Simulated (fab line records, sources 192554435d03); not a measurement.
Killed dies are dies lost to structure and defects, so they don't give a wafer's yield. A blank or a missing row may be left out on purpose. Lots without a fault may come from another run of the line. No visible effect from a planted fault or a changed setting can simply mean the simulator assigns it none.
fab line records	flow n5-finfet
record: lots: 6	wafers: 17	last-day: 17
route steps=1938 shown DUMMY_GATE@247 SPACER0@258 SD_EPI_N@262 SD_EPI_P@326 PASSIVATION@1936
lots that met no fault: from a run of the same line without faults
start-h: hours from the record's opening day to when the first of the lot's shown wafers began	wait-h: time in hours since the lot's previous step	" as in the row above	L1.1+2: one row covering several wafers at once	- either no value or no given start	* or withheld: withheld	< > ~ a bound
route shown NAME@n: names a module that has steps shown in the file, with the first one's number in the route	usual: mean and standard deviation over wafers with no fault	same: alike in all rows	chamber/n: place in a boat	sites: per-site readings	_std_site: standard deviation of those values	_edge_site: the outer-site mean with the inner-site mean subtracted	radius-mm: for every site, how far away it sits from the centre of the wafer	mask NAME#n: copy n	behind: the last tool/chamber to shape the wafer	hold: why the lot was held/for how many hours/how that ended	device: transistor that didn't switch, given as n, p or np	end of line: the tests these same wafers got at the end of their route	a step given without rows: its recipe and nothing more	killed: dies lost to structure and defects at the first sort, not the wafer's yield	map: shows each die of a wafer: x if killed, . if not, _ if none is there
set.NAME: the setting as run; set.NAME@STEP: as run at that earlier step	model.NAME: the simulator's own value behind a step, which no gauge read
certain route steps with their lots: each step a table, each wafer a row
services: the hour from which a tool's chamber was out of use, counted from the record's first day as start-h (under 0 if before that day), plus the number of hours and why
== steps ==
step: N5_DUMMY_GATE_ETCH_23
recipe: chemistry: HBr/Cl2/O2	HBr_flow_sccm: 150	Cl2_flow_sccm: 80	O2_flow_sccm: 12	bias-w: 102	target-depth-a: 410	time-s: 22.3	target: poly-Si	mask-material: SiO2	pressure-mtorr: 10	icp-w: 800
step: N5_DUMMY_GATE_ETCH_44
recipe: chemistry: HBr/O2	over-etch-frac: 0.7	target-depth-a: 1275	stop-on: SiO2	ion-energy-ev: 60	bias-w: 20	target: poly-Si	mask-material: SiO2	pressure-mtorr: 20	icp-w: 400	HBr_flow_sccm: 120	O2_flow_sccm: 10
step: N5_DUMMY_GATE_CD_MEAS_24
recipe: target-cd-nm: 15
usual: cd-nm: 14.8/0.39
lot.wafer	tool	chamber	start-h	wait-h	cd-nm
L701.4	cd-sem-02	-	59.80	0.1	14.9
L701.5	"	-	"	"	14.7
L701.6	"	-	"	"	14.7
L704.2	cd-sem-03	-	76.34	0.1	14.9
L704.3	"	-	"	"	15.2
L704.5	"	-	"	"	14.6
L708.2	cd-sem-02	-	103.02	0.1	15.0
L708.4	"	-	"	"	15.8
L708.5	"	-	"	"	15.5
L711.2	cd-sem-02	-	121.59	0.1	15.2
L711.6	"	-	"	"	15.2
L720.1	cd-sem-02	-	173.33	0.1	14.8
L720.4	"	-	"	"	14.3
L720.6	"	-	"	"	14.8
L722.1	cd-sem-02	-	186.13	0.1	14.5
L722.4	"	-	"	"	14.7
L722.5	"	-	"	"	15.0
step: N5_DUMMY_GATE_ETCH_42
recipe: chemistry: CHF3/O2	target: SiO2	target-depth-a: 35	time-s: 31	ion-energy-ev: 30	bias-w: 12	pressure-mtorr: 30	source-w: 600	Ar_flow_sccm: 200	CHF3_flow_sccm: 50	O2_flow_sccm: 5
usual: drypump-motor-current-A: 5.7/0.35	oes-product-au: 0.82/0.085	rf-vpp-V: 42.4/0.97	showerhead-plenum-p-Torr: 2.43/0.093	throttle-valve-pct: 18.70/0.23
lot.wafer	tool	chamber	start-h	wait-h	drypump-motor-current-A	oes-product-au	rf-hours-counter-h	rf-vpp-V	showerhead-plenum-p-Torr	throttle-valve-pct
L701.4	rie-diel-06	3	59.84	0.0	5.6	0.78	127	43.9	2.50	18.62
L701.5	"	2	"	"	6.0	0.86	-	41.7	2.55	18.53
L701.6	"	3	"	"	5.7	0.79	-	42.9	2.50	18.59
L704.2	rie-diel-06	2	76.39	0.0	6.0	0.86	51	42.8	2.55	18.54
L704.3	"	1	"	"	6.2	0.91	19	43.7	2.37	18.40
L704.5	"	3	"	"	5.6	0.78	-	43.9	2.50	18.62
L708.2	rie-diel-04	1	103.06	0.0	5.6	0.72	184	42.7	2.40	18.81
L708.4	"	1	"	"	5.6	0.72	-	42.8	2.40	18.80
L708.5	"	3	"	"	6.0	1.00	-	43.7	2.46	18.79
L711.2	rie-diel-06	0	121.63	0.0	5.6	0.73	180	40.6	2.30	18.84
L711.6	"	0	"	"	5.6	0.73	-	42.3	2.30	18.84
L720.1	rie-diel-02	3	173.67	0.3	5.9	0.85	70	42.7	2.56	18.36
L720.4	"	2	"	"	6.5	0.80	78	41.2	2.32	19.03
L720.6	"	3	"	"	5.9	0.84	-	44.0	2.56	18.37
L722.1	rie-diel-06	3	186.17	0.0	5.6	0.76	163	43.6	2.49	18.66
L722.4	"	3	"	"	5.6	0.75	-	43.0	2.49	18.67
L722.5	"	2	"	"	6.0	0.83	-	43.4	2.53	18.60
step: N5_DUMMY_GATE_STRIP_48
recipe: chemistry: N2/H2	time-s: 20	power-w: 100	temp-c: 40	pressure-mtorr: 100	rf-frequency-hz: 6e+07	bias-power-w: 3	n2-flow-sccm: 300	h2-flow-sccm: 300
usual: drypump-motor-current-A: 5.7/0.35	oes-product-au: 0.82/0.082	rf-vpp-V: 45.4/0.82	showerhead-plenum-p-Torr: 3.40/0.12	throttle-valve-pct: 12.10/0.24
lot.wafer	tool	chamber	start-h	wait-h	drypump-motor-current-A	oes-product-au	rf-hours-counter-h	rf-vpp-V	showerhead-plenum-p-Torr	throttle-valve-pct
L701.4	rie-diel-06	3	59.88	0.0	5.6	0.80	127	45.0	3.52	12.11
L701.5	"	2	"	"	6.1	0.87	-	46.0	3.55	11.77
L701.6	"	3	"	"	5.7	0.79	-	45.0	3.52	12.09
L704.2	rie-diel-06	2	76.43	0.0	6.0	0.87	51	46.2	3.55	11.76
L704.3	"	1	"	"	6.2	0.91	19	45.0	3.33	11.82
L704.5	"	3	"	"	5.6	0.78	-	46.3	3.52	12.11
L708.2	rie-diel-04	1	103.11	0.0	5.5	0.72	184	43.3	3.33	12.22
L708.4	"	1	"	"	5.5	0.73	-	45.3	3.33	12.24
L708.5	"	3	"	"	6.0	0.97	-	45.0	3.43	12.05
L711.2	rie-diel-06	0	121.68	0.0	5.6	0.73	180	45.6	3.22	12.31
L711.6	"	0	"	"	5.7	0.73	-	45.4	3.22	12.28
L720.1	rie-diel-02	3	173.72	0.0	5.9	0.83	70	45.7	3.55	11.65
L720.4	"	2	"	"	6.5	0.80	78	44.3	3.28	12.38
L720.6	"	3	"	"	5.9	0.83	-	45.4	3.55	11.68
L722.1	rie-diel-06	3	186.22	0.0	5.6	0.76	163	46.2	3.50	12.19
L722.4	"	3	"	"	5.6	0.75	-	45.4	3.50	12.18
L722.5	"	2	"	"	6.0	0.81	-	45.3	3.53	11.86
step: N5_DUMMY_GATE_PRECLEAN_33
recipe: chemistry: dHF	time-s: 10	dilution: 750:1	temp-c: 25
step: N5_DUMMY_GATE_PRECLEAN_25
recipe: chemistry: O3/DIW	time-s: 45	temp-c: 22	o3-ppm: 10
step: N5_DUMMY_GATE_PRECLEAN_51
recipe: chemistry: SC2	time-s: 45	temp-c: 35	mix: 1:1:50
step: N5_DUMMY_GATE_SRD_26
recipe: dry: ipa-marangoni	time-s: 30	temp-c: 23	rinse-liquid: diw
step: N5_DUMMY_GATE_UV_OZONE_45
recipe: time-s: 120	pressure-torr: 760	temp-c: 25
step: N5_DUMMY_GATE_INSPECT_27
recipe: inspect-instrument: brightfield	mode: aei
usual: raw-defect-count: 299/79
lot.wafer	tool	chamber	start-h	wait-h	raw-defect-count
L701.4	defect-inspect-01	-	60.07	0.0	311
L701.5	"	-	"	"	391
L701.6	"	-	"	"	325
L704.2	defect-inspect-01	-	76.70	0.0	340
L704.3	"	-	"	"	315
L704.5	"	-	"	"	397
L708.2	defect-inspect-01	-	103.30	0.0	242
L708.4	"	-	"	"	167
L708.5	"	-	"	"	245
L711.2	defect-inspect-02	-	121.87	0.0	379
L711.6	"	-	"	"	262
L720.1	defect-inspect-02	-	173.91	0.0	256
L720.4	"	-	"	"	274
L720.6	"	-	"	"	295
L722.1	defect-inspect-01	-	186.41	0.0	212
L722.4	"	-	"	"	219
L722.5	"	-	"	"	330
step: N5_SPACER0_ALD_07
recipe: material: SiNx	target-thk-a: 20	temp-c: 400	ald-precursor-family: SiH2I2	ald-co-reactant: N2/H2-plasma	pressure-torr: 2
usual: heater-power-w: 862/93
lot.wafer	tool	chamber	start-h	wait-h	heater-power-w
L701.4	ald-sin-03	2	60.39	0.3	937
L701.5	"	0	"	"	905
L701.6	"	3	"	"	765
L704.2	ald-sin-03	3	77.80	1.1	775
L704.3	"	0	"	"	882
L704.5	"	0	"	"	910
L708.2	ald-sin-03	1	103.33	0.0	732
L708.4	"	0	"	"	918
L708.5	"	2	"	"	954
L711.2	ald-sin-03	2	122.09	0.2	956
L711.6	"	1	"	"	746
L720.1	ald-sin-02	2	173.95	0.0	932
L720.4	"	3	"	"	1068
L720.6	"	2	"	"	944
L722.1	ald-sin-02	3	188.57	2.2	1072
L722.4	"	0	"	"	898
L722.5	"	2	"	"	931
step: N5_SPACER0_ALD_00
recipe: material: SiOCN	target-thk-a: 35	temp-c: 400	ald-precursor-family: alkyl-aminosilane	ald-co-reactant: O2/N2-plasma	pulse-time-s: 3	purge-time-s: 2	co-reactant-purge-time-s: 2	ald-cycles: 58	pressure-torr: 2
usual: ald-cycles: 58/0	heater-power-w: 863/89	precursor-pulse-height-rel: 0.999/0.02
lot.wafer	tool	chamber	start-h	wait-h	ald-cycles	heater-power-w	precursor-pulse-height-rel
L701.4	ald-sin-03	2	60.54	0.1	58	976	0.970
L701.5	"	0	"	"	58	879	1.007
L701.6	"	3	"	"	58	787	0.978
L704.2	ald-sin-03	3	77.95	0.1	58	782	1.008
L704.3	"	0	"	"	58	878	1.039
L704.5	"	0	"	"	58	903	1.013
L708.2	ald-sin-03	1	103.49	0.1	63	737	0.975
L708.4	"	0	"	"	58	932	1.010
L708.5	"	2	"	"	58	974	0.974
L711.2	ald-sin-03	2	122.25	0.1	63	943	1.068
L711.6	"	1	"	"	63	760	1.006
L720.1	ald-sin-02	2	174.10	0.1	58	924	0.994
L720.4	"	3	"	"	58	1075	1.000
L720.6	"	2	"	"	58	936	0.981
L722.1	ald-sin-02	3	188.73	0.1	58	1044	0.968
L722.4	"	0	"	"	58	889	0.959
L722.5	"	2	"	"	58	936	1.008
step: N5_SPACER0_ALD_08
recipe: material: SiNx	target-thk-a: 20	temp-c: 400	ald-precursor-family: SiH2I2	ald-co-reactant: N2/H2-plasma	pressure-torr: 2
step: N5_SPACER0_INSPECT_04
recipe: inspect-instrument: darkfield	mode: post-dep
usual: raw-defect-count: 136/37
lot.wafer	tool	chamber	start-h	wait-h	raw-defect-count
L701.4	defect-inspect-01	-	60.96	0.1	145
L701.5	"	-	"	"	177
L701.6	"	-	"	"	139
L704.2	defect-inspect-02	-	78.37	0.1	161
L704.3	"	-	"	"	158
L704.5	"	-	"	"	199
L708.2	defect-inspect-02	-	103.90	0.1	125
L708.4	"	-	"	"	87
L708.5	"	-	"	"	111
L711.2	defect-inspect-01	-	122.66	0.1	159
L711.6	"	-	"	"	97
L720.1	defect-inspect-01	-	174.51	0.1	104
L720.4	"	-	"	"	129
L720.6	"	-	"	"	98
L722.1	defect-inspect-02	-	189.14	0.1	106
L722.4	"	-	"	"	96
L722.5	"	-	"	"	173
step: N5_SD_EPI_N_COAT_32
recipe: resist: SOC	temp-c: 250	time-s: 60	spin-rpm: 1500	resist-thk-nm: 350
step: N5_SD_EPI_N_COAT_33
recipe: resist: SiARC	temp-c: 220	time-s: 60	spin-rpm: 1500	resist-thk-nm: 35
step: N5_SD_EPI_N_COAT_03
recipe: resist: CAR-ArF-block	spin-rpm: 1500	resist-thk-nm: 150
step: N5_SD_EPI_N_EBR_05
recipe: solvent: PGMEA	ebr-width-mm: 1.5
step: N5_SD_EPI_N_SOFTBAKE_04
recipe: temp-c: 110	time-s: 60	resist: CAR-ArF-block
step: N5_SD_EPI_N_EXPOSE_06
recipe: mask-id: SD_N_BLK	na: 1.35	source-shape: conventional	sigma-outer: 0.8	polarization: unpolarized	target-cd-nm: 120	dose-mj: 39.75
step: N5_SD_EPI_N_PEB_07
recipe: peb-temp-c: 110	peb-time-s: 60	resist: CAR-ArF-block
step: N5_SD_EPI_N_DEVELOP_08
recipe: develop-time-s: 30	developer: TMAH	resist: CAR-ArF-block	dev-temp-c: 23	rinse-liquid: diw	dry: air-spin
step: N5_SD_EPI_N_CD_MEAS_09
recipe: target-cd-nm: 120	landing-energy-ev: 500	detector: se-inlens
usual: cd-nm: 120.0/0.73
same: landing-energy-ev: 500
lot.wafer	tool	chamber	start-h	wait-h	cd-nm
L701.4	cd-sem-01	0	61.23	-	120.1
L701.5	"	0	"	"	120.4
L701.6	"	0	"	"	118.7
L704.2	cd-sem-03	0	78.77	-	120.7
L704.3	"	0	"	"	121.1
L704.5	"	0	"	"	120.4
L708.2	cd-sem-02	0	104.30	-	118.2
L708.4	"	0	"	"	119.5
L708.5	"	0	"	"	119.4
L711.2	cd-sem-01	0	123.06	-	120.6
L711.6	"	0	"	"	120.8
L720.1	cd-sem-01	0	174.79	-	121.3
L720.4	"	0	"	"	121.1
L720.6	"	0	"	"	119.4
L722.1	cd-sem-01	0	189.54	-	118.9
L722.4	"	0	"	"	119.5
L722.5	"	0	"	"	119.4
step: N5_SD_EPI_N_OVL_MEAS_10
recipe: points-per-wafer: 44
usual: SD_N_BLK_OVL: 0.2/0.89
lot.wafer	tool	chamber	start-h	wait-h	SD_N_BLK_OVL[nm]
L701.4	overlay-01	0	61.26	0.0	-0.7
L701.5	"	0	"	"	-0.5
L701.6	"	0	"	"	-1.0
L704.2	overlay-02	0	78.80	0.0	0.0
L704.3	"	0	"	"	0.8
L704.5	"	0	"	"	1.3
L708.2	overlay-01	0	104.33	0.0	-0.9
L708.4	"	0	"	"	-0.7
L708.5	"	0	"	"	-1.4
L711.2	overlay-02	0	123.09	0.0	-0.9
L711.6	"	0	"	"	0.6
L720.1	overlay-01	0	174.82	0.0	0.6
L720.4	"	0	"	"	0.3
L720.6	"	0	"	"	-0.5
L722.1	overlay-01	0	189.57	0.0	-0.9
L722.4	"	0	"	"	0.3
L722.5	"	0	"	"	0.2
step: N5_SD_EPI_N_INSPECT_11
recipe: mode: adi	inspect-instrument: macro
usual: raw-defect-count: 2.1/1.5
lot.wafer	tool	chamber	start-h	wait-h	raw-defect-count
L701.4	defect-inspect-02	-	61.28	0.0	0
L701.5	"	-	"	"	4
L701.6	"	-	"	"	3
L704.2	defect-inspect-01	-	78.82	0.0	3
L704.3	"	-	"	"	4
L704.5	"	-	"	"	1
L708.2	defect-inspect-02	-	104.35	0.0	2
L708.4	"	-	"	"	2
L708.5	"	-	"	"	1
L711.2	defect-inspect-01	-	123.11	0.0	4
L711.6	"	-	"	"	3
L720.1	defect-inspect-01	-	174.84	0.0	3
L720.4	"	-	"	"	2
L720.6	"	-	"	"	5
L722.1	defect-inspect-01	-	189.60	0.0	1
L722.4	"	-	"	"	5
L722.5	"	-	"	"	2
step: N5_SD_EPI_N_DESCUM_14
recipe: chemistry: O2	time-s: 7.9	source-power-w: 50	bias-power-w: 20	pressure-mtorr: 20	rf-frequency-hz: 2.712e+07	temp-c: 40	resist: CAR-ArF-block	o2-flow-sccm: 225
step: N5_SD_EPI_N_ETCH_34
recipe: chemistry: CF4	target: SiARC	target-depth-a: 455	mask-material: CAR-ArF-block	time-s: 75.8	ion-energy-ev: 80	pressure-mtorr: 40	source-w: 545	bias-w: 36	Ar_flow_sccm: 100	cf4-flow-sccm: 100	ends: cleared
usual: drypump-motor-current-A: 5.6/0.4	etch-rf-on-time-s: 75.7/1.6	oes-product-au: 0.69/0.074	rf-vpp-V: 184.0/1.1	showerhead-plenum-p-Torr: 2.14/0.061	throttle-valve-pct: 15.6/0.31
lot.wafer	tool	chamber	start-h	wait-h	drypump-motor-current-A	etch-rf-on-time-s	oes-product-au	rf-hours-counter-h	rf-vpp-V	showerhead-plenum-p-Torr	throttle-valve-pct
L701.4	rie-diel-03	0	61.55	0.0	5.5	75.9	0.60	-	182.7	2.04	15.5
L701.5	"	3	"	"	5.6	75.3	0.75	-	184.8	2.26	15.5
L701.6	"	1	"	"	6.7	75.5	0.60	-	182.6	2.11	15.9
L704.2	rie-diel-05	1	78.91	0.0	5.5	76.5	0.65	158	184.6	2.15	16.1
L704.3	"	1	"	"	5.5	76.0	0.65	-	184.3	2.15	16.1
L704.5	"	1	"	"	5.5	76.7	0.65	-	182.3	2.15	16.0
L708.2	rie-diel-01	3	104.46	0.0	5.2	74.9	0.76	23	182.8	2.09	15.5
L708.4	"	3	"	"	5.2	75.2	0.76	-	183.0	2.09	15.5
L708.5	"	2	"	"	5.8	76.7	0.61	-	184.0	2.12	16.0
L711.2	rie-diel-03	1	123.18	0.0	6.7	74.9	0.81	10	185.3	2.10	15.4
L711.6	"	3	"	"	5.6	76.4	0.71	-	185.7	2.25	15.5
L720.1	rie-diel-05	2	174.91	0.0	6.2	78.0	0.59	224	185.5	2.19	15.8
L720.4	"	3	"	"	5.6	74.9	0.62	191	184.1	2.14	15.7
L720.6	"	3	"	"	5.6	74.9	0.63	-	183.6	2.14	15.7
L722.1	rie-diel-03	0	189.79	0.0	5.5	76.8	0.58	250	182.2	2.02	15.6
L722.4	"	3	"	"	5.6	75.5	0.71	100	185.6	2.25	15.6
L722.5	"	0	"	"	5.5	76.3	0.57	-	184.2	2.02	15.6
step: N5_SD_EPI_N_ETCH_35
recipe: chemistry: N2/H2	target: SOC	overetch-a: 1080	mask-material: SiARC	temp-c: 40	ion-energy-ev: 100	source-w: 3000	bias-w: 133	pressure-mtorr: 20	time-s: 486	n2-flow-sccm: 200	h2-flow-sccm: 200
step: N5_SD_EPI_N_STRIP_36
recipe: chemistry: N2/H2	temp-c: 40	n2-flow-sccm: 200	h2-flow-sccm: 200	rf-frequency-hz: 6e+07
step: N5_SD_EPI_N_ETCHBACK_44
recipe: chemistry: CH3F/O2	mode: anisotropic-etchback	target: SiNx	target-depth-a: 145	stop-on: SiO2	over-etch-frac: 0.3	ion-energy-ev: 120	pressure-mtorr: 30	source-w: 395	bias-w: 73	Ar_flow_sccm: 150	CH3F_flow_sccm: 30	O2_flow_sccm: 20
step: N5_SD_EPI_N_ETCH_45
recipe: chemistry: CH3F/O2	target: SiOCN	target-depth-a: 60	mask-material: SOC	ion-energy-ev: 60	bias-w: 29	pressure-mtorr: 15	source-w: 410	Ar_flow_sccm: 150	CH3F_flow_sccm: 30	O2_flow_sccm: 20
step: N5_SD_EPI_N_ETCH_16
recipe: chemistry: CHF3/O2	target: SiO2	target-depth-a: 50	mask-material: SOC	pressure-mtorr: 30	source-w: 650	bias-w: 170	Ar_flow_sccm: 200	CHF3_flow_sccm: 50	O2_flow_sccm: 5	ion-energy-ev: 200
step: N5_SD_EPI_N_STRIP_47
recipe: chemistry: CHF3/O2	resist: SiARC	rf-frequency-hz: 6e+07
step: N5_SD_EPI_N_SD_RECESS_17
recipe: chemistry: HBr/Cl2/O2	target-depth-a: 410	mask-material: SOC	time-s: 23.7	bt-time-s: 3	pressure-mtorr: 10	icp-w: 800	bias-w: 112	HBr_flow_sccm: 150	Cl2_flow_sccm: 80	O2_flow_sccm: 12
step: N5_SD_EPI_N_STRIP_38
recipe: chemistry: N2/H2	power-w: 1000	temp-c: 250	h2-frac: 0.65	overash-fraction: 0.3	pressure-mtorr: withheld	n2-flow-sccm: 1750	h2-flow-sccm: 3250
usual: drypump-motor-current-A: 5.58/0.3	heater-power-w: 375/22	oes-product-au: 0.762/0.012
lot.wafer	tool	chamber	start-h	wait-h	drypump-motor-current-A	heater-power-w	oes-product-au	rf-hours-counter-h
L701.4	plasma-asher-01	0	62.29	0.1	5.66	365	0.762	-
L701.5	"	0	"	"	5.66	358	0.776	-
L701.6	"	1	"	"	5.07	403	0.751	-
L704.2	plasma-asher-02	0	79.97	0.1	5.87	383	0.743	92
L704.3	"	0	"	"	5.88	385	0.791	-
L704.5	"	0	"	"	5.90	377	0.756	-
L708.2	plasma-asher-02	1	105.20	0.1	5.72	342	0.759	98
L708.4	"	1	"	"	5.71	345	0.743	-
L708.5	"	0	"	"	5.86	388	0.770	-
L711.2	plasma-asher-02	0	123.93	0.1	5.89	378	0.745	101
L711.6	"	0	"	"	5.93	375	0.760	-
L720.1	plasma-asher-01	0	175.68	0.1	5.67	358	0.743	57
L720.4	"	1	"	"	5.11	417	0.767	-
L720.6	"	0	"	"	5.67	357	0.759	-
L722.1	plasma-asher-02	0	190.54	0.1	5.86	380	0.764	114
L722.4	"	1	"	"	5.71	348	0.763	-
L722.5	"	1	"	"	5.69	349	0.763	-
step: N5_SD_EPI_N_WET_ETCH_43
recipe: chemistry: dHF	dilution: withheld	time-s: 14	target: SiO2	target-depth-a: 15	temp-c: 25
step: N5_SD_EPI_N_STRIP_18
recipe: chemistry: SPM	time-s: 750	temp-c: 130	h2so4-h2o2-vol-ratio: 4
step: N5_SD_EPI_N_SRD_20
recipe: dry: ipa-marangoni	do-ppb: 5	time-s: 30	temp-c: 23	rinse-liquid: diw
step: N5_SD_EPI_N_PRECLEAN_48
recipe: chemistry: NF3:NH3	afs-cycles: 2	temp-c: 30	time-s: 20	sublimation-temp-c: 180	sublimation-time-s: 60	pressure-torr: 3	rf-power-w: 30
step: N5_SD_EPI_N_VAPOR_ETCH_50
recipe: chemistry: HCl	target: Si	temp-c: 775	time-s: 54	pressure-torr: 20	mode: isotropic
step: N5_SD_EPI_N_EPI_21
recipe: material: Si:P	dopant: P	temp-c: 680	pressure-torr: 255	time-s: 690
step: N5_SD_EPI_P_PRECLEAN_32
recipe: chemistry: dHF	time-s: 10	dilution: 500:1	temp-c: 25
lot.wafer	tool	chamber	start-h	wait-h	model.SiOCN_of_SPACER0_ALD_00.thk-nm
L701.4+5+6	wet-bench-01	5,1,0	70.45	0.0	3.4
L704.2+3+5	wet-bench-02	5,2,6	88.47	0.0	3.4
L708.2	wet-bench-01	7	113.31	0.0	3.8
L708.4+5	"	0,6	"	"	3.4
L711.2+6	wet-bench-02	4,3	134.44	0.0	3.8
L720.1+4+6	wet-bench-05	3,7,0	184.65	0.0	3.4
L722.1+4+5	wet-bench-05	5,1,4	197.87	0.0	3.4
step: N5_PASSIVATION_PROBE_49
usual: killed_at_M0_to_M3: 32/9.7	killed_at_M4_up: 14/5.3	killed-at-contacts: 11/6	killed-at-front-end: 39/14	killed-at-other: 3.3/2.7	killed-dies: 100/17	killed-on-rim: 14/4	killed-open: 66/13	killed-short: 32/7.4
same: gross-dies: 1180	killed-at-back-side: 0
lot.wafer	tool	chamber	start-h	wait-h	killed_at_M0_to_M3	killed_at_M4_up	killed-at-contacts	killed-at-front-end	killed-at-other	killed-dies	killed-on-rim	killed-open	killed-short
L704.2	prober-02	-	294.68	0.1	22	21	8	39	3	93	21	61	32
L704.3	prober-02	-	294.73	0.1	37	11	11	33	4	96	16	68	28
L704.5	prober-02	-	294.83	0.2	20	17	12	20	2	71	7	53	18
L708.2	prober-02	-	322.86	0.1	34	16	11	28	0	89	14	58	30
L708.4	prober-02	-	322.96	0.2	45	8	16	24	2	95	12	59	35
L708.5	prober-02	-	323.01	0.2	24	24	26	32	0	106	12	78	27
L711.2	prober-02	-	351.42	0.1	40	13	2	47	15	117	18	86	31
L711.6	prober-02	-	351.62	0.3	51	6	6	28	2	93	8	64	29
L720.1	prober-02	-	392.28	0.0	57	10	11	49	2	129	20	85	38
L720.4	prober-02	-	392.43	0.2	46	18	9	71	1	145	18	86	58
L720.6	prober-02	-	392.53	0.3	51	12	3	71	3	140	19	84	52
killed by level:class
L704.2 BEOL_M2:geometric-particle:open=9 BEOL_M4:geometric-particle:open=8 FIN_SAQP:geometric-particle:open=7 STI_FIN_REVEAL:geometric-particle:open=7 GATE_CUT:geometric-particle:short=7 BEOL_M4:geometric-particle:short=7 MOL_CONTACT_COAG:geometric-particle:open=7 FIN_SAQP:geometric-particle:short=5
L704.3 BEOL_M2:geometric-particle:open=17 MOL_CONTACT_COAG:geometric-particle:open=8 BEOL_M4:geometric-particle:open=8 BEOL_M0_SAQP:geometric-particle:short=7 FIN_SAQP:geometric-particle:short=6 GATE_CUT:geometric-particle:open=6 FIN_CUT:geometric-particle:open=4 STI_FIN_REVEAL:geometric-particle:open=4
L704.5 BEOL_M4:geometric-particle:open=13 BEOL_M2:geometric-particle:open=11 MOL_CONTACT_COAG:geometric-particle:open=9 BEOL_M0_SAQP:geometric-particle:open=5 FIN_SAQP:geometric-particle:short=3 GATE_CUT:geometric-particle:short=3 GATE_CUT:geometric-particle:open=3 MOL_CONTACT_COAG:geometric-particle:short=3
L708.2 BEOL_M2:geometric-particle:open=9 BEOL_M3:geometric-particle:open=9 FIN_SAQP:geometric-particle:open=7 MOL_CONTACT_COAG:geometric-particle:open=7 FIN_SAQP:geometric-particle:short=6 BEOL_M4:geometric-particle:open=5 STI_FIN_REVEAL:geometric-particle:open=4 DUMMY_GATE:geometric-particle:open=4
L708.4 MOL_CONTACT_COAG:geometric-particle:open=12 BEOL_M0_SAQP:geometric-particle:short=10 BEOL_M2:geometric-particle:open=8 STI_FIN_REVEAL:geometric-particle:open=7 BEOL_M0_SAQP:geometric-particle:open=7 BEOL_M3:geometric-particle:open=6 BEOL_M1:geometric-particle:open=5 MOL_CONTACT_COAG:geometric-particle:short=4
L708.5 MOL_CONTACT_COAG:geometric-particle:open=16 BEOL_M4:geometric-particle:open=14 STI_FIN_REVEAL:geometric-particle:open=10 MOL_CONTACT_COAG:geometric-particle:short=10 BEOL_M3:geometric-particle:open=7 STARTING-WAFER:geometric-particle:open=7 BEOL_M2:geometric-particle:open=6 FIN_SAQP:geometric-particle:short=3
L711.2 BEOL_M0_SAQP:geometric-particle:short=10 FIN_SAQP:geometric-particle:short=9 FIN_SAQP:geometric-particle:open=8 STI_FIN_REVEAL:geometric-particle:open=8 BEOL_M0_SAQP:geometric-particle:open=8 BEOL_M1:geometric-particle:open=8 BEOL_M3:geometric-particle:open=8 MIM_TOP_ETCH:geometric-particle:open=7
L711.6 BEOL_M0_SAQP:geometric-particle:open=10 BEOL_M3:geometric-particle:open=10 BEOL_M0_SAQP:geometric-particle:short=8 BEOL_M2:geometric-particle:open=7 BEOL_M1:geometric-particle:open=5 MOL_CONTACT_COAG:geometric-particle:open=5 FIN_SAQP:geometric-particle:open=4 STI_FIN_REVEAL:geometric-particle:open=4
L720.1 FIN_SAQP:geometric-particle:open=20 BEOL_M0_SAQP:geometric-particle:open=17 BEOL_M0_SAQP:geometric-particle:short=16 BEOL_M3:geometric-particle:open=14 MOL_CONTACT_COAG:geometric-particle:open=8 FIN_SAQP:geometric-particle:short=6 STI_FIN_REVEAL:geometric-particle:open=4 STARTING-WAFER:geometric-particle:open=4
L720.4 FIN_SAQP:geometric-particle:open=27 FIN_SAQP:geometric-particle:short=16 BEOL_M0_SAQP:geometric-particle:short=14 BEOL_M0_SAQP:geometric-particle:open=12 GATE_CUT:geometric-particle:short=9 STI_FIN_REVEAL:geometric-particle:open=7 BEOL_M2:geometric-particle:open=7 MOL_CONTACT_COAG:geometric-particle:open=6
L720.6 FIN_SAQP:geometric-particle:open=18 BEOL_M0_SAQP:geometric-particle:short=17 BEOL_M0_SAQP:geometric-particle:open=13 FIN_SAQP:geometric-particle:short=11 STI_FIN_REVEAL:geometric-particle:open=11 BEOL_M1:geometric-particle:open=8 DUMMY_GATE:geometric-particle:open=5 ILD0:geometric-particle:open=5
== services ==
tool	chamber	start-h	hours	kind
rie-diel-04	-	41.41	0.5	repair
rie-diel-04	3	42.13	4.5	repair
rie-diel-04	1	53.27	13.5	repair
ald-sin-02	1	56.56	12.0	repair
ald-sin-02	-	69.06	6.0	pm
rie-diel-05	0	77.23	7.1	repair
rie-diel-02	1	80.37	7.8	repair
rie-diel-02	0	80.68	14.0	repair
plasma-asher-01	-	84.38	1.2	repair
ald-sin-03	-	85.54	14.0	pm
plasma-asher-01	-	88.71	1.4	repair
ald-sin-02	-	88.84	0.5	repair
rie-diel-01	1	94.09	2.9	repair
rie-diel-04	2	97.38	9.7	repair
wet-bench-02	-	101.00	2.9	repair
rie-diel-05	0	122.16	10.0	repair
rie-diel-03	-	128.90	15.6	pm
rie-diel-02	3	139.39	2.0	repair
rie-diel-04	3	146.43	9.5	repair
rie-diel-03	0	168.28	7.7	repair
rie-diel-06	1	181.26	7.0	repair
ald-sin-03	-	183.57	6.1	pm
plasma-asher-02	-	184.82	2.1	repair
rie-diel-06	2	187.71	4.6	repair
== key ==
first-sign: step: N5_SPACER0_ALD_00	reading: ald-cycles	direction: up	sigmas: 99+	usual: *	struck: *
effect none on later readings
model-effect: step: N5_SD_EPI_P_PRECLEAN_32	value: SiOCN_of_SPACER0_ALD_00.thk-nm	without: 3.4	struck: 3.8
met-at N5_SPACER0_ALD_00
struck-wafers L708.2,L711.2,L711.6
tester-left-out L708,L711
onset-between 77.95 103.49
fault: kind: process-parameter-drift	tool: ald-sin-03	chamber: -	onset-h: 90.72	steps: N5_SPACER0_ALD_00	channel: ald-cycles	offset: *	shape: step	end-h: 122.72	scope: struck-wafers-only	acts-in: *	stated: *
tester-left-out: of these lots the tester's yield and bins aren't shown, on N5 and GAA mostly nor the transistor test; their killed dies are dies lost to structure and defects alone, not to doping, threshold or leakage, so they don't give the yield
